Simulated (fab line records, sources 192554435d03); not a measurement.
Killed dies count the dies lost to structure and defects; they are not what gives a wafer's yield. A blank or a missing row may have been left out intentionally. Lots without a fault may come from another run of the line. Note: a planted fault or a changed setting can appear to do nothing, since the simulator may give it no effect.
fab line records    flow n5_finfet
[record] lots = 7  wafers = 18  last_day = 18
route steps=1938 shown BEOL_M5@1149
lots that met no fault: taken from a fault-free run of the same line
start_h: hours from the record's opening day to when the first of the lot's shown wafers began    wait_h: hours since the lot's step before    " repeats the value in the row above    L1.1+2: one row covering several wafers at once    - no value, or no start given    * or withheld: withheld    < > ~ a bound
route shown NAME@n: names a module that has steps shown in the file, with the first one's number in the route    usual: mean/standard deviation taken from wafers without a fault    same: alike in all rows    chamber/n: place in a boat    sites: the reading at each site    _std_site: how widely they spread, as a standard deviation    _edge_site: mean of outer sites minus mean of inner sites    radius_mm: for every site, how far away it sits from the centre of the wafer    mask NAME#n: copy n    behind: the tool/chamber that last shaped the wafer    hold: why the lot was held/for how many hours/how that ended    device: names the non-switching transistor (n, p or np)    end of line: tests of these same wafers at the route's end    a step given without rows: its recipe and nothing more    killed: dies lost to structure and defects at the first sort, not the wafer's yield    map: dies across one wafer; x = killed, . = not, _ = none there
set.NAME: the run value of the setting; set.NAME@STEP: its run value at that earlier step    model.NAME: the simulator's own value behind a step, which no gauge read
lots seen at some steps along the route; tables by step, rows by wafer
services: a tool's chamber out of use, with start hour (start_h, from the record's first day; less than 0 if before it), hours out, and reason
[[steps]]
[step N5_BEOL_M5_OVL_MEAS_29]
[recipe] points_per_wafer = 522
[usual] V4_OVL = 0.3/0.66
lot.wafer  tool        chamber  start_h  wait_h  V4_OVL[nm]
L892.1     overlay-01  0        203.51   0.0     0.8
L892.2     "           0        "        "       0.7
L892.6     "           0        "        "       0.3
L896.1     overlay-01  0        230.83   0.0     1.3
L896.4     "           0        "        "       0.7
L896.5     "           0        "        "       1.1
L898.2     overlay-02  0        240.45   0.0     0.6
L898.4     "           0        "        "       -0.3
L898.6     "           0        "        "       -0.3
L901.2     overlay-01  0        269.26   0.0     -1.3
L901.3     "           0        "        "       -1.2
L901.6     "           0        "        "       -0.2
L903.1     overlay-02  0        269.30   0.0     -0.8
L903.4     "           0        "        "       0.2
L904.4     overlay-02  0        283.48   0.0     -0.3
L904.6     "           0        "        "       0.6
L908.1     overlay-01  0        316.10   0.0     -0.2
L908.3     "           0        "        "       -0.7
[step N5_BEOL_M5_INSPECT_30]
[recipe] mode = adi  inspect_instrument = brightfield
[usual] raw_defect_count = 394/100
lot.wafer  tool               chamber  start_h  wait_h  raw_defect_count
L892.1     defect_inspect-02  -        203.57   0.1     287
L892.2     "                  -        "        "       375
L892.6     "                  -        "        "       335
L896.1     defect_inspect-01  -        230.89   0.1     301
L896.4     "                  -        "        "       371
L896.5     "                  -        "        "       334
L898.2     defect_inspect-02  -        240.51   0.0     344
L898.4     "                  -        "        "       344
L898.6     "                  -        "        "       334
L901.2     defect_inspect-02  -        269.32   0.1     353
L901.3     "                  -        "        "       390
L901.6     "                  -        "        "       354
L903.1     defect_inspect-02  -        269.36   0.1     574
L903.4     "                  -        "        "       392
L904.4     defect_inspect-02  -        283.52   0.0     299
L904.6     "                  -        "        "       295
L908.1     defect_inspect-01  -        316.16   0.1     522
L908.3     "                  -        "        "       792
[step N5_BEOL_M5_DESCUM_33]
[recipe] chemistry = O2  time_s = 7  source_power_w = 50  bias_power_w = 20  pressure_mtorr = 20  rf_frequency_hz = 2.712e+07  temp_c = 40  resist = CAR-EUV  o2_flow_sccm = 225
[usual] drypump_motor_current_A = 5.8/0.6  oes_product_au = 0.81/0.089  rf_vpp_V = 243.0/1.1  showerhead_plenum_p_Torr = 2.08/0.057  throttle_valve_pct = 20.4/0.32
lot.wafer  tool         chamber  start_h  wait_h  drypump_motor_current_A  oes_product_au  rf_hours_counter_h  rf_vpp_V  showerhead_plenum_p_Torr  throttle_valve_pct
L892.1     rie_diel-01  1        204.15   0.6     5.2                      0.71            216                 243.1     2.06                      20.8
L892.2     "            0        "        "       4.8                      0.89            52                  244.0     2.11                      20.2
L892.6     "            2        "        "       6.1                      0.95            -                   241.6     2.03                      19.8
L896.1     rie_diel-04  0        231.12   0.2     5.7                      0.95            6                   244.2     2.13                      20.6
L896.4     "            3        "        "       6.6                      0.71            -                   241.6     2.00                      20.9
L896.5     "            2        "        "       5.7                      0.87            -                   243.4     2.15                      20.6
L898.2     rie_diel-03  2        240.56   0.1     5.5                      0.68            242                 242.6     1.99                      20.8
L898.4     "            1        "        "       5.3                      0.74            188                 241.7     2.06                      20.1
L898.6     "            0        "        "       5.0                      0.83            -                   244.7     2.12                      20.0
L901.2     rie_diel-04  0        269.93   0.6     5.7                      0.91            17                  243.3     2.13                      20.6
L901.3     "            3        "        "       6.6                      0.69            217                 241.6     2.00                      20.9
L901.6     "            1        "        "       6.5                      0.77            -                   243.1     2.10                      20.5
L903.1     rie_diel-01  1        270.30   0.9     5.2                      0.68            236                 241.8     2.06                      20.8
L903.4     "            3        "        "       6.4                      0.84            84                  242.7     2.03                      20.3
L904.4     rie_diel-01  3        283.55   0.0     6.4                      0.84            87                  241.8     2.03                      20.3
L904.6     "            3        "        "       6.4                      0.84            -                   242.9     2.03                      20.3
L908.1     rie_diel-01  2        316.20   0.0     6.1                      0.89            56                  243.2     2.01                      19.9
L908.3     "            1        "        "       5.2                      0.68            248                 241.7     2.05                      20.8
[step N5_BEOL_M5_ETCH_75]
[recipe] chemistry = N2/H2  target = underlayer  target_depth_a = 65  mask_material = CAR-EUV  time_s = 5.2  ion_energy_ev = 200  pressure_mtorr = 30  source_w = 840  bias_w = 150  n2_flow_sccm = 200  h2_flow_sccm = 200  ends = cleared
[usual] drypump_motor_current_A = 5.8/0.6  etch_rf_on_time_s = 5.21/0.12  oes_product_au = 0.69/0.075  rf_vpp_V = 523.5/2.1  showerhead_plenum_p_Torr = 2.53/0.067  throttle_valve_pct = 17.85/0.26
lot.wafer  tool         chamber  start_h  wait_h  drypump_motor_current_A  etch_rf_on_time_s  oes_product_au  rf_hours_counter_h  rf_vpp_V  showerhead_plenum_p_Torr  throttle_valve_pct
L892.1     rie_diel-01  1        204.19   0.0     5.2                      5.26               0.60            216                 522.6     2.51                      18.20
L892.2     "            0        "        "       4.8                      5.24               0.75            52                  523.2     2.57                      17.59
L892.6     "            2        "        "       6.1                      5.04               0.80            -                   522.7     2.51                      17.54
L896.1     rie_diel-04  0        231.16   0.0     5.7                      5.13               0.81            6                   524.0     2.61                      18.05
L896.4     "            3        "        "       6.6                      5.33               0.60            -                   521.8     2.42                      18.18
L896.5     "            2        "        "       5.7                      5.35               0.72            -                   525.6     2.61                      18.11
L898.2     rie_diel-03  2        240.60   0.0     5.5                      5.39               0.56            242                 520.4     2.39                      18.03
L898.4     "            1        "        "       5.3                      5.02               0.63            188                 522.0     2.53                      17.77
L898.6     "            0        "        "       5.0                      5.11               0.72            -                   525.7     2.57                      17.41
L901.2     rie_diel-04  0        269.97   0.0     5.8                      5.12               0.79            17                  525.2     2.61                      18.11
L901.3     "            3        "        "       6.6                      5.34               0.59            217                 519.6     2.42                      18.21
L901.6     "            1        "        "       6.5                      5.24               0.65            -                   526.4     2.54                      17.85
L903.1     rie_diel-01  1        270.33   0.0     5.2                      5.26               0.59            236                 523.1     2.50                      18.23
L903.4     "            3        "        "       6.4                      5.27               0.71            84                  521.0     2.47                      17.73
L904.4     rie_diel-01  3        283.59   0.0     6.4                      5.24               0.70            87                  521.5     2.47                      17.73
L904.6     "            3        "        "       6.4                      5.27               0.70            -                   520.7     2.47                      17.74
L908.1     rie_diel-01  2        316.23   0.0     6.1                      4.97               0.77            56                  522.9     2.49                      17.61
L908.3     "            1        "        "       5.2                      5.30               0.58            248                 521.5     2.50                      18.26
[step N5_BEOL_M5_ETCH_67]
[recipe] chemistry = CF4  target = SiARC  target_depth_a = 156  mask_material = CAR-EUV  time_s = 26  ion_energy_ev = 80  pressure_mtorr = 40  source_w = 545  bias_w = 36  Ar_flow_sccm = 100  cf4_flow_sccm = 100  ends = cleared
[usual] cf4_flow_sccm = 100.0/0.31  drypump_motor_current_A = 5.8/0.6  etch_rf_on_time_s = 26.1/0.77  oes_product_au = 0.69/0.076  rf_vpp_V = 183.9/1  showerhead_plenum_p_Torr = 2.13/0.058  throttle_valve_pct = 15.60/0.25
lot.wafer  tool         chamber  start_h  wait_h  cf4_flow_sccm  drypump_motor_current_A  etch_rf_on_time_s  oes_product_au  rf_hours_counter_h  rf_vpp_V  showerhead_plenum_p_Torr  throttle_valve_pct
L892.1     rie_diel-01  1        204.21   0.0     100.5          5.2                      26.0               0.60            216                 184.0     2.10                      15.89
L892.2     "            0        "        "       100.3          4.7                      25.8               0.75            52                  182.8     2.17                      15.41
L892.6     "            2        "        "       100.0          6.1                      24.6               0.81            -                   182.8     2.10                      15.19
L896.1     rie_diel-04  0        231.17   0.0     100.3          5.7                      25.3               0.82            6                   183.3     2.20                      15.78
L896.4     "            3        "        "       99.8           6.6                      26.7               0.60            -                   181.9     2.03                      15.90
L896.5     "            2        "        "       100.0          5.7                      26.9               0.72            -                   184.5     2.20                      15.68
L898.2     rie_diel-03  2        240.61   0.0     100.0          5.5                      27.1               0.57            242                 182.6     2.04                      15.89
L898.4     "            1        "        "       99.7           5.3                      25.4               0.64            188                 184.2     2.13                      15.51
L898.6     "            0        "        "       100.2          5.0                      25.7               0.71            -                   185.3     2.16                      15.20
L901.2     rie_diel-04  0        269.99   0.0     100.2          5.7                      25.0               0.79            17                  184.5     2.19                      15.80
L901.3     "            3        "        "       100.3          6.6                      26.5               0.59            217                 182.1     2.03                      15.94
L901.6     "            1        "        "       100.2          6.5                      26.3               0.66            -                   186.1     2.15                      15.64
L903.1     rie_diel-01  1        270.35   0.0     100.3          5.2                      26.2               0.60            236                 184.3     2.09                      15.94
L903.4     "            3        "        "       99.9           6.4                      26.5               0.71            84                  183.4     2.09                      15.48
L904.4     rie_diel-01  3        283.60   0.0     100.9          6.3                      26.3               0.71            87                  183.4     2.09                      15.48
L904.6     "            3        "        "       100.2          6.4                      26.4               0.71            -                   183.8     2.09                      15.50
L908.1     rie_diel-01  2        316.25   0.0     99.8           6.1                      24.7               0.77            56                  184.0     2.09                      15.26
L908.3     "            1        "        "       100.1          5.2                      26.1               0.59            248                 182.6     2.09                      15.97
[step N5_BEOL_M5_ETCH_68]
[recipe] chemistry = N2/H2  target = SOC  target_depth_a = 800  overetch_a = 160  mask_material = SiARC  temp_c = 40  time_s = 120  ion_energy_ev = 200  pressure_mtorr = 30  source_w = 840  bias_w = 150  n2_flow_sccm = 200  h2_flow_sccm = 200
[usual] drypump_motor_current_A = 5.8/0.61  oes_product_au = 0.62/0.062  rf_vpp_V = 523.5/2.1  showerhead_plenum_p_Torr = 2.53/0.067  throttle_valve_pct = 17.81/0.27
lot.wafer  tool         chamber  start_h  wait_h  drypump_motor_current_A  oes_product_au  rf_hours_counter_h  rf_vpp_V  showerhead_plenum_p_Torr  throttle_valve_pct
L892.1     rie_diel-01  1        204.23   0.0     5.2                      0.54            216                 522.5     2.51                      18.16
L892.2     "            0        "        "       4.8                      0.67            52                  524.8     2.57                      17.53
L892.6     "            2        "        "       6.1                      0.70            -                   522.4     2.51                      17.47
L896.1     rie_diel-04  0        231.20   0.0     5.7                      0.72            6                   525.0     2.61                      18.04
L896.4     "            3        "        "       6.6                      0.55            -                   522.0     2.42                      18.17
L896.5     "            2        "        "       5.7                      0.66            -                   526.5     2.61                      18.05
L898.2     rie_diel-03  2        240.64   0.0     5.5                      0.53            242                 520.9     2.39                      17.99
L898.4     "            1        "        "       5.3                      0.56            188                 524.4     2.53                      17.71
L898.6     "            0        "        "       5.0                      0.63            -                   524.2     2.57                      17.40
L901.2     rie_diel-04  0        270.01   0.0     5.7                      0.69            17                  527.0     2.61                      18.05
L901.3     "            3        "        "       6.6                      0.54            217                 519.7     2.42                      18.18
L901.6     "            1        "        "       6.5                      0.59            -                   524.7     2.54                      17.83
L903.1     rie_diel-01  1        270.38   0.0     5.2                      0.54            237                 524.2     2.50                      18.20
L903.4     "            3        "        "       6.4                      0.64            84                  521.0     2.47                      17.69
L904.4     rie_diel-01  3        283.63   0.0     6.4                      0.63            87                  522.7     2.47                      17.69
L904.6     "            3        "        "       6.4                      0.64            -                   521.4     2.47                      17.69
L908.1     rie_diel-01  2        316.28   0.0     6.1                      0.66            56                  522.9     2.49                      17.53
L908.3     "            1        "        "       5.2                      0.53            248                 522.2     2.50                      18.22
[step N5_BEOL_M5_STRIP_69]
[recipe] chemistry = N2/H2  temp_c = 40  n2_flow_sccm = 200  h2_flow_sccm = 200  rf_frequency_hz = 6e+07
[step N5_BEOL_M5_STRIP_76]
[recipe] chemistry = N2/H2  temp_c = 40  n2_flow_sccm = 200  h2_flow_sccm = 200  rf_frequency_hz = 6e+07
[step N5_BEOL_M5_VIA_ETCH_34]
[recipe] chemistry = C4F6/O2  target = SiCOH_lowk  target_depth_a = 883  mask_material = SOC  taper_deg = 4  time_s = 39.2  ion_energy_ev = 250  pressure_mtorr = 30  source_w = 345  bias_w = 185  Ar_flow_sccm = 300  C4F6_flow_sccm = 10  O2_flow_sccm = 10
[usual] drypump_motor_current_A = 5.8/0.6  oes_f_703_au = 0.79/0.082  oes_product_au = 0.81/0.088  rf_vpp_V = 672/15  showerhead_plenum_p_Torr = 2.84/0.078  throttle_valve_pct = 20.90/0.29
lot.wafer  tool         chamber  start_h  wait_h  drypump_motor_current_A  oes_f_703_au  oes_product_au  rf_hours_counter_h  rf_vpp_V  showerhead_plenum_p_Torr  throttle_valve_pct
L892.1     rie_diel-01  1        204.33   0.0     5.2                      0.72          0.70            216                 649       2.79                      21.08
L892.2     "            0        "        "       4.7                      0.86          0.88            52                  654       2.88                      20.68
L892.6     "            2        "        "       6.1                      0.92          0.95            -                   663       2.77                      20.33
L896.1     rie_diel-04  0        231.30   0.0     5.8                      0.95          0.94            6                   665       2.91                      21.09
L896.4     "            3        "        "       6.6                      0.70          0.70            -                   678       2.71                      21.20
L896.5     "            2        "        "       5.7                      0.80          0.85            -                   699       2.93                      21.14
L898.2     rie_diel-03  2        240.74   0.0     5.5                      0.67          0.67            242                 680       2.71                      21.22
L898.4     "            1        "        "       5.3                      0.73          0.74            188                 674       2.85                      20.87
L898.6     "            0        "        "       5.0                      0.82          0.84            -                   672       2.86                      20.39
L901.2     rie_diel-04  0        270.11   0.0     5.8                      0.92          0.92            17                  665       2.90                      21.09
L901.3     "            3        "        "       6.6                      0.70          0.70            217                 678       2.71                      21.20
L901.6     "            1        "        "       6.5                      0.72          0.77            -                   683       2.88                      21.06
L903.1     rie_diel-01  1        270.48   0.0     5.2                      0.70          0.69            237                 650       2.78                      21.13
L903.4     "            3        "        "       6.4                      0.80          0.84            84                  674       2.79                      20.90
L904.4     rie_diel-01  3        283.73   0.0     6.4                      0.79          0.84            87                  674       2.79                      20.91
L904.6     "            3        "        "       6.4                      0.80          0.83            -                   675       2.79                      20.89
L908.1     rie_diel-01  2        316.38   0.0     6.1                      0.88          0.88            56                  662       2.75                      20.36
L908.3     "            1        "        "       5.2                      0.70          0.68            248                 648       2.77                      21.12
[step N5_BEOL_M5_STRIP_85]
[recipe] chemistry = C4F6/O2  resist = SiARC  rf_frequency_hz = 6e+07
[step N5_BEOL_M5_STRIP_36]
[recipe] chemistry = N2/H2  power_w = 450  temp_c = 40  pressure_mtorr = 20  rf_frequency_hz = 6e+07  overash_fraction = 0.3  bias_power_w = 7  h2_frac = 0.5  n2_flow_sccm = 200  h2_flow_sccm = 200
[step N5_BEOL_M5_TRENCH_ETCH_37]
[recipe] chemistry = C4F6/O2  target_depth_a = 716.52  target = SiCOH_lowk  time_s = 24.7  ion_energy_ev = 250  pressure_mtorr = 30  source_w = 345  bias_w = 185  Ar_flow_sccm = 300  C4F6_flow_sccm = 10  O2_flow_sccm = 10
[step N5_BEOL_M5_ETCH_41]
[recipe] chemistry = CH3F/O2  target = SiCN  target_depth_a = 315  taper_deg = 2  time_s = 56.7  ion_energy_ev = 120  mask_material = TiN  pressure_mtorr = 30  source_w = 395  bias_w = 75  Ar_flow_sccm = 150  CH3F_flow_sccm = 30  O2_flow_sccm = 20
[usual] drypump_motor_current_A = 5.8/0.6  oes_product_au = 0.81/0.087  rf_vpp_V = 297.1/1.4  showerhead_plenum_p_Torr = 1.99/0.057  throttle_valve_pct = 16.32/0.27
lot.wafer  tool         chamber  start_h  wait_h  drypump_motor_current_A  oes_product_au  rf_hours_counter_h  rf_vpp_V  showerhead_plenum_p_Torr  throttle_valve_pct  model.etch.depth_nm
L892.1     rie_diel-01  1        204.45   -       5.2                      0.70            216                 297.5     1.96                      16.62               21.35
L892.2     "            0        "        "       4.7                      0.88            52                  298.0     2.03                      16.11               21.51
L892.6     "            2        "        "       6.1                      0.93            -                   297.1     1.94                      15.82               21.97
L896.1     rie_diel-04  0        231.42   -       5.7                      0.96            6                   298.1     2.05                      16.46               22.1
L896.4     "            3        "        "       6.6                      0.71            -                   295.0     1.90                      16.67               21.03
L896.5     "            2        "        "       5.7                      0.85            -                   299.2     2.06                      16.45               21.41
L898.2     rie_diel-03  2        240.86   -       5.5                      0.67            242                 295.5     1.90                      16.64               20.71
L898.4     "            1        "        "       5.3                      0.74            188                 298.9     2.00                      16.29               21.88
L898.6     "            0        "        "       5.1                      0.84            -                   298.6     2.01                      15.86               21.72
L901.2     rie_diel-04  0        270.23   -       5.7                      0.92            17                  298.2     2.04                      16.47               21.92
L901.3     "            3        "        "       6.6                      0.70            217                 295.0     1.90                      16.71               20.83
L901.6     "            1        "        "       6.5                      0.77            -                   297.2     2.02                      16.41               21.38
L903.1     rie_diel-01  1        270.59   -       5.2                      0.51            237                 296.0     1.95                      16.64               12.36
L903.4     "            3        "        "       6.4                      0.62            85                  297.2     1.96                      16.29               12.63
L904.4     rie_diel-01  3        283.85   -       6.4                      0.62            87                  296.2     1.96                      16.29               12.63
L904.6     "            3        "        "       6.4                      0.84            -                   295.8     1.96                      16.28               21.67
L908.1     rie_diel-01  2        316.49   -       6.1                      0.66            56                  296.8     1.93                      15.84               13.07
L908.3     "            1        "        "       5.2                      0.68            248                 297.9     1.95                      16.67               21.02
[step N5_BEOL_M5_STRIP_91]
[recipe] chemistry = N2/H2  time_s = 10  power_w = 450  temp_c = 40  pressure_mtorr = 20  rf_frequency_hz = 6e+07  bias_power_w = 7  n2_flow_sccm = 200  h2_flow_sccm = 200
[[services]]
tool         chamber  start_h  hours  kind
rie_diel-04  0        197.34   -      clean
rie_diel-04  0        197.34   -      consumable_replace:focus_ring
rie_diel-04  0        197.34   18.8   scheduled_down
rie_diel-04  0        197.34   18.8   vent_cycle
rie_diel-04  1        221.30   13.8   repair
rie_diel-01  1        240.27   4.0    repair
rie_diel-03  2        265.86   -      clean
rie_diel-03  2        265.86   -      consumable_replace:focus_ring
rie_diel-03  2        265.86   -      consumable_replace:showerhead
rie_diel-03  2        265.86   14.9   scheduled_down
rie_diel-03  2        265.86   14.9   vent_cycle
rie_diel-04  2        273.35   7.5    repair
[[key]]
[first_sign] step = N5_BEOL_M5_ETCH_41  reading = oes_product_au  direction = down  sigmas = 2.4  usual = 0.81  struck = 0.60
effect none on later readings
[model_effect] step = N5_BEOL_M5_ETCH_41  value = etch.depth_nm  without = 21.69  struck = 12.67
met_at N5_BEOL_M5_ETCH_41
struck_wafers L903.1,L903.4,L904.4,L908.1
onset_between 204.45 270.59
[fault] kind = process_parameter_drift  tool = rie_diel-01  chamber = -  onset_h = 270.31  steps = N5_BEOL_M5_ETCH_41  channel = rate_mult  offset = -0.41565  shape = step  end_h = 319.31  scope = struck_wafers_only
